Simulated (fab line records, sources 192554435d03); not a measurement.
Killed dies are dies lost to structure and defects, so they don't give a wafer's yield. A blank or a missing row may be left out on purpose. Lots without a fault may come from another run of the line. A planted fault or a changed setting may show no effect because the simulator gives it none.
fab line records | flow n5_finfet
record lots=24 wafers=72 last_day=18
route steps=1938 shown BEOL_M5@1154 BEOL_M6@1198
lots that met no fault: from a run of the same line without faults
start_h: hours from the record's first day to the start of the lot's first wafer shown | wait_h: hours since the lot's step before | " the same as in the row above | L1.1+2: a row that stands for several wafers | - no value, or no start given | * or withheld: withheld | < > ~ a bound
route shown NAME@n: a module of which the file shows steps, and the number in the route of the first | usual: mean/standard deviation of fault-free wafers | same: alike in all rows | chamber/n: place in a boat | sites: the reading at each site | _std_site: their standard deviation | _edge_site: outer sites' mean less inner sites' | radius_mm: how far each site lies from the wafer's centre | mask NAME#n: copy n | behind: the tool/chamber that last shaped the wafer | hold: why the lot was held/for how many hours/how that ended | device: the transistor (n, p or np) that didn't switch | end of line: the same wafers' tests at the end of the route | a step without rows: its recipe alone | killed: dies lost to structure and defects at the first sort, not the wafer's yield | map: a wafer's dies, x killed, . not, _ none there
set.NAME: the setting as run; set.NAME@STEP: as run at that earlier step | model.NAME: the simulator's own value behind a step, which no gauge read
steps of the route over a sample of lots; a table a step, a row a wafer
services: from which hour (start_h, from the record's first day; less than 0 if before it) a tool's chamber was out of use, for how many hours, and why
## steps
# step N5_BEOL_M5_ETCH_68
# recipe chemistry=N2/H2 target=SOC target_depth_a=800 overetch_a=160 mask_material=SiARC temp_c=40 time_s=120 ion_energy_ev=200 pressure_mtorr=30 source_w=840 bias_w=150 n2_flow_sccm=200 h2_flow_sccm=200
# usual drypump_motor_current_A=5.8/0.47 oes_product_au=0.61/0.065 rf_vpp_V=522.5/1.7 showerhead_plenum_p_Torr=2.49/0.054 throttle_valve_pct=17.89/0.22
# same time_s=120
# columns lot.wafer tool chamber start_h wait_h drypump_motor_current_A oes_product_au rf_hours_counter_h rf_vpp_V showerhead_plenum_p_Torr throttle_valve_pct
L074.2 rie_diel-03 2 169.33 0.0 5.6 0.56 187 523.7 2.53 18.17
L074.3 " 1 " " 5.7 0.53 229 522.9 2.51 18.36
L074.4 " 2 " " 5.6 0.56 - 521.8 2.53 18.19
L076.1 rie_diel-01 1 169.69 0.0 5.9 0.67 62 522.3 2.46 17.45
L076.2 " 0 " " 6.1 0.70 15 523.8 2.49 17.58
L076.4 " 1 " " 5.9 0.66 - 522.8 2.46 17.47
L075.3 rie_diel-06 1 187.67 0.0 5.3 0.55 209 521.4 2.42 17.88
L075.4 " 3 " " 5.0 0.57 174 520.9 2.42 17.91
L075.5 " 3 " " 5.0 0.57 - 521.8 2.43 17.92
L077.1 rie_diel-01 3 187.97 0.0 6.7 0.57 156 523.6 2.55 17.85
L077.4 " 1 " " 5.9 0.66 67 522.2 2.46 17.47
L077.6 " 2 " " 6.1 0.71 - 523.9 2.50 17.96
L078.3 rie_diel-03 3 192.85 0.0 5.0 0.55 212 520.6 2.41 17.92
L078.5 " 2 " " 5.6 0.56 - 523.2 2.52 18.18
L078.6 " 3 " " 5.0 0.55 - 520.4 2.41 17.92
L079.1 rie_diel-06 3 203.86 0.0 5.0 0.57 178 521.0 2.42 17.92
L079.2 " 1 " " 5.3 0.55 212 519.2 2.42 17.90
L079.6 " 3 " " 5.0 0.57 - 522.3 2.42 17.94
L081.2 rie_diel-03 2 213.95 0.0 5.6 0.56 200 521.6 2.52 18.18
L081.4 " 0 " " 6.0 0.67 37 525.2 2.59 17.90
L081.5 " 0 " " 6.0 0.68 - 525.0 2.59 17.90
L082.4 rie_diel-03 0 219.60 0.0 6.0 0.68 39 525.8 2.59 17.91
L082.5 " 3 " " 5.0 0.55 - 520.9 2.41 17.94
L082.6 " 0 " " 6.0 0.68 - 525.4 2.59 17.90
L083.1 rie_diel-01 2 225.57 0.0 6.1 0.69 22 525.6 2.50 17.98
L083.2 " 1 " " 5.9 0.65 78 522.6 2.45 17.49
L083.6 " 3 " " 6.7 0.56 - 524.0 2.54 17.86
L080.1 rie_diel-06 2 226.17 0.0 5.8 0.55 191 523.6 2.52 17.96
L080.2 " 3 " " 5.0 0.57 184 521.2 2.42 17.93
L080.4 " 0 " " 6.2 0.65 - 522.4 2.47 17.58
L084.3 rie_diel-01 2 229.70 0.0 6.1 0.68 25 522.1 2.50 17.99
L084.5 " 3 " " 6.7 0.56 - 524.0 2.54 17.87
L084.6 " 2 " " 6.1 0.68 - 522.0 2.50 17.99
L085.1 rie_diel-06 0 244.10 0.0 6.2 0.65 69 522.1 2.47 17.59
L085.3 " 1 " " 5.3 0.54 223 520.7 2.42 17.91
L085.5 " 3 " " 5.0 0.56 - 519.8 2.42 17.95
L086.1 rie_diel-06 2 257.80 0.0 5.8 0.55 197 522.8 2.51 17.97
L086.2 " 0 " " 6.2 0.64 75 521.7 2.47 17.60
L086.3 " 1 " " 5.3 0.55 230 519.4 2.42 17.93
L087.1 rie_diel-01 0 261.12 0.0 6.1 0.66 43 522.8 2.48 17.62
L087.3 " 2 " " 6.0 0.67 37 523.1 2.49 18.01
L087.4 " 3 " " 6.7 0.55 182 525.1 2.54 17.90
L088.1 rie_diel-01 2 264.51 0.0 6.0 0.67 38 524.0 2.49 18.01
L088.4 " 0 " " 6.1 0.66 45 521.2 2.47 17.63
L088.5 " 3 " " 6.7 0.54 - 522.4 2.53 17.90
L090.3 rie_diel-03 3 270.60 0.0 5.0 0.54 230 521.4 2.40 17.96
L090.4 " 1 " " 5.7 0.74 - 522.5 2.50 18.00
L090.6 " 0 " " 6.0 0.67 - 525.1 2.59 17.91
L091.2 rie_diel-01 2 278.19 0.0 6.1 0.66 43 521.7 2.49 18.02
L091.3 " 3 " " 6.7 0.54 187 523.4 2.53 17.91
L091.6 " 3 " " 6.7 0.54 - 523.2 2.53 17.89
L089.3 rie_diel-01 2 284.44 0.0 6.1 0.66 46 521.7 2.49 18.02
L089.5 " 2 " " 6.1 0.66 - 522.3 2.49 18.01
L089.6 " 1 " " 5.9 0.63 - 522.4 2.44 17.53
L092.2 rie_diel-03 2 290.67 0.0 5.6 0.55 219 522.9 2.51 18.23
L092.3 " 3 " " 5.0 0.53 235 520.6 2.40 17.96
L092.4 " 1 " " 5.7 0.72 6 522.1 2.50 18.01
L094.1 rie_diel-03 2 291.17 0.0 5.6 0.54 219 523.8 2.51 18.24
L094.2 " 0 " " 6.0 0.65 58 524.3 2.58 17.96
L094.4 " 3 " " 5.0 0.54 235 519.1 2.40 17.96
L093.1 rie_diel-03 0 294.01 0.0 6.0 0.65 60 525.5 2.58 17.95
L093.2 " 1 " " 5.7 0.71 8 522.4 2.50 18.02
L093.4 " 3 " " 5.0 0.53 236 519.6 2.40 17.97
L095.2 rie_diel-01 3 295.09 0.0 6.7 0.54 196 524.3 2.53 17.92
L095.3 " 1 " " 5.9 0.63 105 521.3 2.44 17.54
L095.4 " 0 " " 6.1 0.65 56 521.1 2.47 17.66
L096.3 rie_diel-03 2 313.19 0.0 5.6 0.54 226 523.2 2.51 18.25
L096.5 " 0 " " 6.0 0.65 - 524.6 2.58 17.95
L096.6 " 1 " " 5.7 0.71 - 522.5 2.50 18.02
L097.1 rie_diel-03 2 315.63 0.0 5.6 0.54 227 522.5 2.51 18.22
L097.4 " 0 " " 6.0 0.65 67 525.2 2.58 17.97
L097.5 " 3 " " 5.0 0.53 - 519.2 2.40 17.97
# step N5_BEOL_M5_VIA_ETCH_34
# recipe chemistry=C4F6/O2 target=SiCOH_lowk target_depth_a=883 mask_material=SOC taper_deg=4 time_s=39.2 ion_energy_ev=250 pressure_mtorr=30 source_w=345 bias_w=185 Ar_flow_sccm=300 C4F6_flow_sccm=10 O2_flow_sccm=10
# usual drypump_motor_current_A=5.8/0.47 oes_ar_750_au=0.80/0.084 oes_product_au=0.80/0.088 rf_vpp_V=662/12 showerhead_plenum_p_Torr=2.79/0.05 throttle_valve_pct=20.94/0.21
# same time_s=39.2
# columns lot.wafer tool chamber start_h wait_h drypump_motor_current_A oes_ar_750_au oes_product_au rf_hours_counter_h rf_vpp_V showerhead_plenum_p_Torr throttle_valve_pct
L074.2 rie_diel-03 2 169.43 0.0 5.6 0.74 0.72 187 646 2.85 21.39
L074.3 " 1 " " 5.7 0.69 0.68 229 674 2.79 21.31
L074.4 " 2 " " 5.6 0.73 0.72 - 646 2.85 21.41
L076.1 rie_diel-01 1 169.79 0.0 5.8 0.87 0.88 62 652 2.78 20.68
L076.2 " 0 " " 6.1 0.92 0.93 15 645 2.79 20.74
L076.4 " 1 " " 5.9 0.87 0.87 - 651 2.78 20.69
L075.3 rie_diel-06 1 187.77 0.0 5.3 0.72 0.71 209 661 2.73 20.86
L075.4 " 3 " " 5.0 0.74 0.74 174 670 2.72 20.95
L075.5 " 3 " " 5.0 0.74 0.75 - 671 2.72 20.95
L077.1 rie_diel-01 3 188.07 0.0 6.7 0.75 0.74 156 653 2.84 20.86
L077.4 " 1 " " 5.9 0.87 0.86 67 653 2.77 20.69
L077.6 " 2 " " 6.1 0.93 0.94 - 668 2.80 20.90
L078.3 rie_diel-03 3 192.95 0.0 5.0 0.72 0.71 212 674 2.71 20.97
L078.5 " 2 " " 5.6 0.73 0.71 - 645 2.85 21.41
L078.6 " 3 " " 5.0 0.71 0.71 - 673 2.71 20.97
L079.1 rie_diel-06 3 203.96 0.0 5.0 0.74 0.74 178 670 2.72 20.96
L079.2 " 1 " " 5.3 0.71 0.71 212 662 2.73 20.87
L079.6 " 3 " " 5.0 0.73 0.74 - 671 2.72 20.96
L081.2 rie_diel-03 2 214.05 0.0 5.6 0.74 0.71 200 646 2.84 21.41
L081.4 " 0 " " 6.0 0.87 0.89 37 677 2.87 20.77
L081.5 " 0 " " 6.0 0.87 0.89 - 677 2.87 20.76
L082.4 rie_diel-03 0 219.70 0.0 6.0 0.86 0.88 39 678 2.87 20.77
L082.5 " 3 " " 5.0 0.71 0.70 - 675 2.70 20.97
L082.6 " 0 " " 6.0 0.87 0.89 - 677 2.87 20.76
L083.1 rie_diel-01 2 225.67 0.0 6.0 0.92 0.91 22 667 2.79 20.92
L083.2 " 1 " " 5.9 0.85 0.86 78 653 2.77 20.70
L083.6 " 3 " " 6.6 0.75 0.74 - 653 2.84 20.86
L080.1 rie_diel-06 2 226.27 0.0 5.8 0.74 0.73 191 651 2.82 21.13
L080.2 " 3 " " 5.0 0.73 0.73 184 672 2.71 20.97
L080.4 " 0 " " 6.2 0.86 0.85 - 646 2.79 20.68
L084.3 rie_diel-01 2 229.80 0.0 6.1 0.90 0.90 25 668 2.79 20.93
L084.5 " 3 " " 6.7 0.75 0.74 - 652 2.84 20.88
L084.6 " 2 " " 6.1 0.91 0.89 - 668 2.79 20.92
L085.1 rie_diel-06 0 244.20 0.0 6.2 0.84 0.85 69 647 2.78 20.70
L085.3 " 1 " " 5.3 0.71 0.71 223 659 2.73 20.87
L085.5 " 3 " " 5.0 0.72 0.74 - 671 2.71 20.98
L086.1 rie_diel-06 2 257.90 0.0 5.8 0.73 0.73 197 651 2.82 21.15
L086.2 " 0 " " 6.2 0.83 0.83 75 647 2.78 20.73
L086.3 " 1 " " 5.3 0.71 0.70 230 661 2.72 20.89
L087.1 rie_diel-01 0 261.22 0.0 6.1 0.86 0.87 43 645 2.77 20.79
L087.3 " 2 " " 6.1 0.89 0.88 37 669 2.79 20.96
L087.4 " 3 " " 6.6 0.74 0.72 182 653 2.83 20.89
L088.1 rie_diel-01 2 264.61 0.0 6.1 0.88 0.87 38 666 2.79 20.94
L088.4 " 0 " " 6.1 0.85 0.86 45 646 2.77 20.78
L088.5 " 3 " " 6.7 0.74 0.72 - 652 2.83 20.88
L090.3 rie_diel-03 3 270.70 0.0 5.0 0.69 0.70 230 673 2.70 20.99
L090.4 " 1 " " 5.7 0.96 0.96 - 674 2.78 21.00
L090.6 " 0 " " 5.9 0.84 0.86 - 678 2.86 20.79
L091.2 rie_diel-01 2 278.29 0.0 6.0 0.87 0.87 43 668 2.78 20.95
L091.3 " 3 " " 6.7 0.74 0.72 188 652 2.83 20.89
L091.6 " 3 " " 6.7 0.73 0.72 - 652 2.83 20.89
L089.3 rie_diel-01 2 284.54 0.0 6.0 0.87 0.86 46 667 2.78 20.95
L089.5 " 2 " " 6.0 0.87 0.87 - 667 2.78 20.96
L089.6 " 1 " " 5.9 0.82 0.83 - 651 2.76 20.76
L092.2 rie_diel-03 2 290.77 0.0 5.6 0.71 0.70 219 647 2.84 21.45
L092.3 " 3 " " 5.0 0.69 0.68 235 672 2.70 21.02
L092.4 " 1 " " 5.7 0.95 0.93 6 675 2.78 21.01
L094.1 rie_diel-03 2 291.27 0.0 5.6 0.71 0.69 219 646 2.84 21.44
L094.2 " 0 " " 6.0 0.83 0.85 58 678 2.86 20.79
L094.4 " 3 " " 5.0 0.70 0.69 235 673 2.70 21.00
L093.1 rie_diel-03 0 294.11 0.0 6.0 0.84 0.85 60 677 2.86 20.77
L093.2 " 1 " " 5.7 0.94 0.93 8 674 2.78 21.02
L093.4 " 3 " " 5.0 0.70 0.69 236 673 2.70 20.99
L095.2 rie_diel-01 3 295.19 0.0 6.6 0.73 0.70 196 653 2.83 20.91
L095.3 " 1 " " 5.9 0.82 0.82 105 652 2.76 20.75
L095.4 " 0 " " 6.1 0.85 0.85 56 645 2.77 20.81
L096.3 rie_diel-03 2 313.29 0.0 5.6 0.71 0.69 226 646 2.83 21.45
L096.5 " 0 " " 6.0 0.83 0.85 - 677 2.85 20.80
L096.6 " 1 " " 5.7 0.91 0.92 - 675 2.78 21.03
L097.1 rie_diel-03 2 315.73 0.0 5.6 0.71 0.69 227 647 2.83 21.46
L097.4 " 0 " " 6.0 0.83 0.85 67 678 2.85 20.80
L097.5 " 3 " " 5.0 0.69 0.69 - 674 2.69 21.02
# step N5_BEOL_M5_ANNEAL_89
# recipe temp_c=400 time_s=1800 ambient=vacuum
# usual heater_power_w=829/60
# same time_s=1800
# columns lot.wafer tool chamber start_h wait_h heater_power_w
L074.2 pvd_sputter-03 - 174.30 0.0 807
L074.3 " - " " 771
L074.4 " - " " 857
L076.1 pvd_sputter-02 - 174.89 0.0 763
L076.2 " - " " 884
L076.4 " - " " 784
L075.3 pvd_sputter-01 - 192.41 0.0 825
L075.4 " - " " 867
L075.5 " - " " 803
L077.1 pvd_sputter-02 - 192.73 0.0 830
L077.4 " - " " 771
L077.6 " - " " 768
L078.3 pvd_sputter-02 - 197.74 0.0 770
L078.5 " - " " 787
L078.6 " - " " 886
L079.1 pvd_sputter-03 - 208.62 0.0 858
L079.2 " - " " 757
L079.6 " - " " 845
L081.2 pvd_sputter-03 - 219.07 0.0 741
L081.4 " - " " 802
L081.5 " - " " 859
L082.4 pvd_sputter-03 - 224.67 0.0 777
L082.5 " - " " 860
L082.6 " - " " 971
L083.1 pvd_sputter-02 - 230.43 0.0 830
L083.2 " - " " 790
L083.6 " - " " 765
L080.1 pvd_sputter-01 - 232.49 0.0 864
L080.2 " - " " 865
L080.4 " - " " 812
L084.3 pvd_sputter-03 - 235.59 0.0 857
L084.5 " - " " 812
L084.6 " - " " 957
L085.1 pvd_sputter-02 - 249.47 0.0 833
L085.3 " - " " 795
L085.5 " - " " 756
L086.1 pvd_sputter-02 - 263.01 0.0 900
L086.2 " - " " 792
L086.3 " - " " 738
L087.1 pvd_sputter-01 - 266.87 0.0 865
L087.3 " - " " 821
L087.4 " - " " 761
L088.1 pvd_sputter-02 - 269.70 0.0 817
L088.4 " - " " 882
L088.5 " - " " 781
L090.3 pvd_sputter-03 - 275.67 0.0 810
L090.4 " - " " 754
L090.6 " - " " 763
L091.2 pvd_sputter-01 - 284.81 0.0 808
L091.3 " - " " 785
L091.6 " - " " 787
L089.3 pvd_sputter-02 - 289.27 0.0 828
L089.5 " - " " 894
L089.6 " - " " 766
L092.2 pvd_sputter-01 - 295.45 0.0 820
L092.3 " - " " 808
L092.4 " - " " 887
L094.1 pvd_sputter-02 - 296.14 0.0 790
L094.2 " - " " 885
L094.4 " - " " 770
L093.1 pvd_sputter-03 - 298.96 0.0 767
L093.2 " - " " 862
L093.4 " - " " 784
L095.2 pvd_sputter-01 - 305.89 0.0 885
L095.3 " - " " 789
L095.4 " - " " 795
L096.3 pvd_sputter-02 - 318.40 0.0 825
L096.5 " - " " 794
L096.6 " - " " 836
L097.1 pvd_sputter-01 - 321.13 0.0 800
L097.4 " - " " 829
L097.5 " - " " 844
# step N5_BEOL_M6_HM_DEP_02
# recipe material=TiN target_thk_a=200 temp_c=25 chamber_pressure_pa=0.49996
# usual throttle_valve_pct=29.5/1.1
# columns lot.wafer tool chamber start_h wait_h throttle_valve_pct
L074.2 pvd_sputter-03 - 179.62 2.0 30.8
L074.3 " - " " 28.5
L074.4 " - " " 28.4
L076.1 pvd_sputter-02 - 180.83 0.1 29.1
L076.2 " - " " 30.2
L076.4 " - " " 30.5
L075.3 pvd_sputter-03 - 196.99 0.6 28.8
L075.4 " - " " 28.6
L075.5 " - " " 31.0
L077.1 pvd_sputter-01 - 198.92 1.3 30.5
L077.4 " - " " 27.8
L077.6 " - " " 27.7
L078.3 pvd_sputter-02 - 203.94 0.0 29.1
L078.5 " - " " 30.3
L078.6 " - " " 31.1
L079.1 pvd_sputter-01 - 213.86 0.1 29.2
L079.2 " - " " 30.7
L079.6 " - " " 27.7
L081.2 pvd_sputter-02 - 225.63 1.5 31.1
L081.4 " - " " 29.1
L081.5 " - " " 30.1
L082.4 pvd_sputter-03 - 228.72 1.2 30.7
L082.5 " - " " 28.7
L082.6 " - " " 28.7
L083.1 pvd_sputter-01 - 234.38 1.0 27.7
L083.2 " - " " 30.7
L083.6 " - " " 27.7
L080.1 pvd_sputter-02 - 237.36 0.7 29.2
L080.2 " - " " 31.0
L080.4 " - " " 30.0
L084.3 pvd_sputter-02 - 239.46 1.1 31.1
L084.5 " - " " 30.2
L084.6 " - " " 30.1
L085.1 pvd_sputter-01 - 252.70 0.5 29.0
L085.3 " - " " 27.7
L085.5 " - " " 28.9
L086.1 pvd_sputter-02 - 266.26 0.2 30.5
L086.2 " - " " 29.4
L086.3 " - " " 30.9
L087.1 pvd_sputter-01 - 271.29 1.0 28.8
L087.3 " - " " 27.6
L087.4 " - " " 27.8
L088.1 pvd_sputter-01 - 274.83 2.4 27.6
L088.4 " - " " 27.9
L088.5 " - " " 29.3
L090.3 pvd_sputter-03 - 278.89 0.2 30.9
L090.4 " - " " 28.4
L090.6 " - " " 28.8
L091.2 pvd_sputter-03 - 287.91 0.1 30.9
L091.3 " - " " 28.8
L091.6 " - " " 30.7
L089.3 pvd_sputter-02 - 292.60 0.6 30.2
L089.5 " - " " 30.2
L089.6 " - " " 31.2
L092.2 pvd_sputter-02 - 299.19 1.0 29.4
L092.3 " - " " 30.9
L092.4 " - " " 30.1
L094.1 pvd_sputter-02 - 299.53 0.6 29.3
L094.2 " - " " 30.3
L094.4 " - " " 30.1
L093.1 pvd_sputter-02 - 303.73 1.8 30.3
L093.2 " - " " 30.1
L093.4 " - " " 31.2
L095.2 pvd_sputter-01 - 310.61 2.0 27.6
L095.3 " - " " 30.7
L095.4 " - " " 29.0
L096.3 pvd_sputter-03 - 322.31 1.2 28.7
L096.5 " - " " 28.8
L096.6 " - " " 30.9
L097.1 pvd_sputter-01 - 325.54 1.6 30.5
L097.4 " - " " 27.4
L097.5 " - " " 29.0
# step N5_BEOL_M6_CURE_75
# recipe temp_c=370 time_s=120 ambient=DMADMS/He material=SiCOH_lowk
# usual lamp_power_pct=52.32/0.058 wafer_temp_C_max=371.7/0.42
# same time_s=120
# columns lot.wafer tool chamber start_h wait_h lamp_power_pct wafer_temp_C_max
L074.2 uv_cure-03 2 182.12 0.1 52.40 371.9
L074.3 " 2 " " 52.36 371.5
L074.4 " 2 " " 52.32 371.5
L076.1 uv_cure-03 2 183.29 0.0 52.32 371.8
L076.2 " 2 " " 52.26 371.3
L076.4 " 2 " " 52.29 371.6
L075.3 uv_cure-02 2 199.63 0.1 52.24 371.8
L075.4 " 2 " " 52.31 371.7
L075.5 " 2 " " 52.37 371.5
L077.1 uv_cure-01 1 201.77 0.0 52.33 372.1
L077.4 " 1 " " 52.29 372.0
L077.6 " 1 " " 52.25 371.0
L078.3 uv_cure-03 1 206.11 0.1 52.28 371.5
L078.5 " 1 " " 52.26 371.8
L078.6 " 1 " " 52.31 371.5
L079.1 uv_cure-02 0 216.54 0.2 52.30 372.1
L079.2 " 0 " " 52.40 372.0
L079.6 " 0 " " 52.40 371.8
L081.2 uv_cure-02 0 228.87 0.1 52.31 371.3
L081.4 " 0 " " 52.25 371.8
L081.5 " 0 " " 52.29 371.2
L082.4 uv_cure-02 1 231.18 0.2 52.38 373.1
L082.5 " 1 " " 52.31 371.9
L082.6 " 1 " " 52.38 372.4
L083.1 uv_cure-03 1 237.28 0.0 52.31 372.0
L083.2 " 1 " " 52.33 371.8
L083.6 " 1 " " 52.27 371.7
L080.1 uv_cure-03 0 239.64 0.0 52.20 371.6
L080.2 " 0 " " 52.38 371.2
L080.4 " 0 " " 52.32 371.3
L084.3 uv_cure-01 1 244.49 0.1 52.35 371.7
L084.5 " 1 " " 52.33 371.7
L084.6 " 1 " " 52.29 372.0
L085.1 uv_cure-02 0 255.66 0.0 52.30 371.9
L085.3 " 0 " " 52.24 371.1
L085.5 " 0 " " 52.28 371.5
L086.1 uv_cure-03 0 268.81 0.0 52.33 371.3
L086.2 " 0 " " 52.41 371.0
L086.3 " 0 " " 52.34 371.3
L087.1 uv_cure-03 2 275.57 0.1 52.42 371.8
L087.3 " 2 " " 52.23 371.6
L087.4 " 2 " " 52.27 370.8
L088.1 uv_cure-03 0 277.09 0.0 52.38 371.4
L088.4 " 0 " " 52.36 371.7
L088.5 " 0 " " 52.30 371.6
L090.3 uv_cure-01 0 282.33 0.1 52.36 370.8
L090.4 " 0 " " 52.39 371.6
L090.6 " 0 " " 52.35 371.0
L091.2 uv_cure-02 1 290.09 0.1 52.15 372.4
L091.3 " 1 " " 52.33 371.7
L091.6 " 1 " " 52.35 372.7
L089.3 uv_cure-01 2 296.76 0.1 52.40 372.3
L089.5 " 2 " " 52.35 371.7
L089.6 " 2 " " 52.30 371.2
L092.2 uv_cure-02 2 301.71 0.1 52.31 371.5
L092.3 " 2 " " 52.24 371.5
L092.4 " 2 " " 52.32 371.4
L094.1 uv_cure-01 1 304.31 0.0 52.30 371.2
L094.2 " 1 " " 52.31 371.9
L094.4 " 1 " " 52.32 371.7
L093.1 uv_cure-01 1 307.10 0.0 52.30 371.7
L093.2 " 1 " " 52.43 372.0
L093.4 " 1 " " 52.35 371.3
L095.2 uv_cure-02 0 313.68 0.3 52.24 371.9
L095.3 " 0 " " 52.25 372.0
L095.4 " 0 " " 52.37 371.9
L096.3 uv_cure-03 0 326.29 0.1 52.32 371.5
L096.5 " 0 " " 52.36 371.2
L096.6 " 0 " " 52.32 371.5
L097.1 uv_cure-02 0 328.15 0.0 52.37 371.8
L097.4 " 0 " " 52.39 371.9
L097.5 " 0 " " 52.35 371.1
# step N5_BEOL_M6_SPUTTER_48
# recipe material=Cu target_thk_a=100 temp_c=-20 bias_v=60 power_w=26000 chamber_pressure_pa=0.13 time_s=1.667
# usual bias_v=60.1/0.64 chuck_gas_flow_sccm=1.25/0.052 throttle_valve_pct=29.7/1
# same time_s=1.667
# columns lot.wafer tool chamber start_h wait_h bias_v chuck_gas_flow_sccm throttle_valve_pct
L074.2 pvd_sputter-02 - 183.61 0.1 60.3 1.35 30.2
L074.3 " - " " 59.8 1.19 30.2
L074.4 " - " " 60.6 1.27 31.0
L076.1 pvd_sputter-03 - 185.70 1.6 59.6 1.24 28.7
L076.2 " - " " 59.4 1.17 28.4
L076.4 " - " " 59.7 1.23 30.8
L075.3 pvd_sputter-02 - 202.42 0.1 60.1 1.26 31.1
L075.4 " - " " 60.4 1.28 30.4
L075.5 " - " " 59.2 1.20 29.2
L077.1 pvd_sputter-02 - 202.72 0.1 60.1 1.22 30.2
L077.4 " - " " 60.3 1.19 29.6
L077.6 " - " " 60.2 1.14 30.1
L078.3 pvd_sputter-01 - 207.09 0.1 60.6 1.20 30.5
L078.5 " - " " 59.5 1.24 27.6
L078.6 " - " " 59.9 1.25 30.7
L079.1 pvd_sputter-02 - 217.75 0.1 60.7 1.21 29.1
L079.2 " - " " 60.8 1.34 30.1
L079.6 " - " " 59.0 1.25 30.2
L081.2 pvd_sputter-03 - 230.19 0.2 60.2 1.26 28.7
L081.4 " - " " 59.7 1.23 28.6
L081.5 " - " " 58.9 1.26 28.8
L082.4 pvd_sputter-02 - 232.34 0.0 59.5 1.32 30.4
L082.5 " - " " 60.4 1.22 29.1
L082.6 " - " " 59.7 1.32 30.3
L083.1 pvd_sputter-03 - 239.76 0.1 59.6 1.27 28.5
L083.2 " - " " 60.3 1.39 28.9
L083.6 " - " " 59.9 1.23 28.6
L080.1 pvd_sputter-03 - 241.22 0.1 59.9 1.27 28.9
L080.2 " - " " 59.3 1.27 30.9
L080.4 " - " " 59.9 1.26 28.5
L084.3 pvd_sputter-01 - 246.08 0.1 59.9 1.31 27.7
L084.5 " - " " 59.9 1.26 27.8
L084.6 " - " " 60.8 1.24 28.8
L085.1 pvd_sputter-03 - 258.39 0.1 59.5 1.35 28.5
L085.3 " - " " 59.6 1.25 30.4
L085.5 " - " " 59.7 1.28 28.8
L086.1 pvd_sputter-02 - 271.49 0.1 60.8 1.36 29.6
L086.2 " - " " 60.8 1.17 30.4
L086.3 " - " " 58.9 1.28 31.1
L087.1 pvd_sputter-01 - 276.93 0.2 60.3 1.21 29.3
L087.3 " - " " 60.8 1.23 30.8
L087.4 " - " " 60.6 1.29 27.7
L088.1 pvd_sputter-03 - 279.19 0.1 59.8 1.30 28.6
L088.4 " - " " 61.1 1.17 30.9
L088.5 " - " " 61.7 1.19 28.5
L090.3 pvd_sputter-02 - 283.78 0.1 60.5 1.25 31.3
L090.4 " - " " 58.6 1.24 30.0
L090.6 " - " " 60.2 1.17 29.3
L091.2 pvd_sputter-02 - 290.91 0.1 59.9 1.30 30.2
L091.3 " - " " 60.1 1.15 29.4
L091.6 " - " " 61.1 1.27 30.5
L089.3 pvd_sputter-02 - 298.23 0.2 61.1 1.33 31.3
L089.5 " - " " 60.2 1.23 29.9
L089.6 " - " " 59.9 1.24 30.5
L092.2 pvd_sputter-02 - 304.49 0.3 59.6 1.23 30.4
L092.3 " - " " 60.0 1.30 31.3
L092.4 " - " " 59.8 1.25 30.3
L094.1 pvd_sputter-02 - 305.60 0.3 60.4 1.25 30.3
L094.2 " - " " 59.9 1.18 29.3
L094.4 " - " " 61.5 1.17 30.9
L093.1 pvd_sputter-01 - 308.35 0.2 60.1 1.21 29.0
L093.2 " - " " 59.4 1.25 27.6
L093.4 " - " " 61.9 1.22 30.4
L095.2 pvd_sputter-02 - 314.76 0.1 59.7 1.27 30.3
L095.3 " - " " 60.5 1.22 30.1
L095.4 " - " " 60.5 1.25 31.0
L096.3 pvd_sputter-02 - 327.80 0.1 60.1 1.31 30.2
L096.5 " - " " 61.2 1.30 31.0
L096.6 " - " " 59.9 1.26 29.3
L097.1 pvd_sputter-02 - 330.32 0.1 60.2 1.26 30.2
L097.4 " - " " 59.0 1.24 29.2
L097.5 " - " " 59.1 1.22 31.2
## services
# columns tool chamber start_h hours kind
uv_cure-02 - 156.14 2.1 pm
rie_diel-01 3 161.64 11.6 repair
rie_diel-03 3 167.69 6.6 repair
rie_diel-06 - 193.26 2.8 pm
uv_cure-02 - 202.91 8.6 repair
rie_diel-06 1 217.57 10.0 repair
rie_diel-03 3 222.21 10.9 repair
rie_diel-03 1 238.81 - clean
rie_diel-03 1 238.81 - consumable_replace:focus_ring
rie_diel-03 1 238.81 25.4 scheduled_down
rie_diel-03 1 238.81 25.4 vent_cycle
uv_cure-02 - 251.35 1.0 pm
rie_diel-03 - 252.59 14.6 pm
uv_cure-01 - 265.35 7.5 pm
rie_diel-03 2 270.09 9.5 repair
uv_cure-01 - 272.90 7.5 pm
rie_diel-06 - 278.78 15.6 pm
uv_cure-02 - 293.86 0.9 repair
uv_cure-03 - 307.51 2.1 pm
uv_cure-03 - 321.35 2.0 repair
## key
fault none
